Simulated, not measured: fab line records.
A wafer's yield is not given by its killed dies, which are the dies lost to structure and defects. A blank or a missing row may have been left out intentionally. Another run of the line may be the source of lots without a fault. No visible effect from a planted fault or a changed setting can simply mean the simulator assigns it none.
Chamber matching -- flow n5-finfet -- 3 sister chambers for N5_BEOL_M5_DEP_56 on pecvd-01
The step deposits SiCN from 3MS/NH3, target thk 8 nm, time 14 s. 16 wafers are shown with their chamber, then 8 later ones without.

## WAFERS PAIRED WITH THEIR CHAMBERS
wafer,chamber,throttle-valve-pct (%),showerhead-plenum-p-Torr (Torr)
L076.1,2,8.2,3.656
L076.2,1,10.2,3.660
L076.3,0,10.1,3.648
L076.4,0,10.2,3.651
L076.5,1,10.1,3.672
L076.6,2,8.7,3.654
L078.1,0,10.4,3.644
L078.2,1,10.0,3.659
L078.4,2,8.3,3.655
L088.1,1,10.1,3.664
L088.2,0,10.6,3.654
L088.3,2,8.4,3.669
L089.4,0,10.4,3.644
L089.5,2,8.5,3.656
L089.6,1,10.1,3.674
L087.2,1,9.9,3.672

SIGNATURES (averages over the wafers above)
reading,chamber 0,chamber 1,chamber 2,scatter within a chamber
throttle-valve-pct,10.340,10.067,8.420,0.165
showerhead-plenum-p-Torr,3.64820,3.66683,3.65800,0.00589
Rule: distance of a wafer from a chamber = root of the sum over the readings of ((wafer's reading minus chamber's mean) / reading's scatter) squared. If the next closest chamber is less than 2 further off than the closest, the wafer can't be placed; otherwise it belongs to the closest. The scatter is the square root of a quotient: the sum, over the shown wafers, of each reading's squared deviation from its chamber's mean, divided by wafers minus chambers.

## WAFERS MISSING THEIR CHAMBER
wafer,throttle-valve-pct (%),showerhead-plenum-p-Torr (Torr)
L087.4,10.3,3.673
L087.5,10.4,3.650
L091.1,10.2,3.666
L091.3,10.5,3.641
L091.6,8.5,3.662
L094.1,10.2,3.664
L094.4,8.6,3.655
L094.5,10.5,3.640

## WHICH CHAMBER EACH WENT THROUGH
wafer,from the rows above,in truth
L087.4,1,1
L087.5,0,0
L091.1,1,1
L091.3,0,0
L091.6,2,2
L094.1,can't be placed: 1 or 0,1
L094.4,2,2
L094.5,0,0
Correct placement for 7 of the 8. Not placeable from these rows: 1 (in 1, the candidates include the true chamber). Placed wrongly: 0.
